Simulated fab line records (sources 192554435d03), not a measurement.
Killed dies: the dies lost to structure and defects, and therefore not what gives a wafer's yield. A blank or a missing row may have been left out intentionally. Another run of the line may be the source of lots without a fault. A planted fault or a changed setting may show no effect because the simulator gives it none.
What tool caused it? + flow n5-finfet + route of 1938 steps, sampled at 1 step: 24 lots, 72 wafers

## WHAT THE GAUGES READ, wafer by wafer
N5_BEOL_M15_OVL_MEAS_11. Usual: V14_OVL typically reads 1 nm, with standard deviation 5.2.
| lot  | measured     | on         | V14_OVL (nm) | flag |
|------|--------------|------------|--------------|------|
| L074 | day 12 10:29 | overlay-02 | -1 0 -2      |      |
| L075 | day 12 13:15 | overlay-01 | 6 1 8        |      |
| L077 | day 12 20:50 | overlay-01 | 4 5 3        |      |
| L076 | day 12 22:35 | overlay-02 | 9 7 7        |      |
| L079 | day 13 11:03 | overlay-02 | -5 0 -4      |      |
| L078 | day 13 16:56 | overlay-02 | 11 5 3       |      |
| L080 | day 13 17:50 | overlay-01 | 3 4 0        |      |
| L081 | day 13 23:21 | overlay-02 | 1 5 3        |      |
| L082 | day 14 01:37 | overlay-01 | 5 -3 -2      |      |
| L083 | day 14 11:08 | overlay-02 | -2 -2 6      |      |
| L084 | day 14 11:29 | overlay-01 | -11 -4 -3    |      |
| L085 | day 15 02:59 | overlay-02 | 0 5 -1       |      |
| L087 | day 15 06:17 | overlay-02 | 3 1 -2       |      |
| L088 | day 15 09:04 | overlay-01 | -13 -7 -15   |      |
| L086 | day 15 09:59 | overlay-01 | -2 -2 -12    |      |
| L089 | day 15 14:45 | overlay-02 | 3 7 4        |      |
| L091 | day 15 21:43 | overlay-01 | 3 3 7        |      |
| L090 | day 16 01:14 | overlay-02 | -5 0 -3      |      |
| L092 | day 16 14:28 | overlay-01 | 10 2 -3      |      |
| L093 | day 16 16:05 | overlay-02 | 2 10 11      |      |
| L094 | day 16 21:53 | overlay-02 | 5 4 -1       |      |
| L095 | day 17 03:46 | overlay-01 | -4 -1 4      |      |
| L097 | day 18 01:47 | overlay-02 | -10 -3 0     |      |
| L096 | day 18 10:26 | overlay-02 | 3 -2 4       |      |

## EACH LOT AND THE TOOL THAT RAN IT (in order: tool; ch and the chambers of the sampled wafers; start)
The record holds no process step before these readings.

## AS READ BY THE TOOLS THEMSELVES (means over the sampled wafers that have a number; for cases with no such wafer, the mark the record gives instead)
The record holds no such reading with a usual standard deviation.

## THE ANSWER, worked out from the rows above alone
Rule: take the mean of a lot's wafers that have a number; if it is more than 3 standard deviations from the usual mean, the lot is off. Also off: a lot with no number at a reading for which 4 or more lots have one. Any other lot the step has rows for is counted as sound. The gauges are gone through in route order, then the tools' own readings, and for those a lot's mean is taken as printed above. At the first step where some lot is off, the reading lying furthest off is the one used; lots without a number count as furthest.
None of the lots is off at any reading shown; this tells nothing.

## WHAT WAS PUT IN BY THE SIMULATOR
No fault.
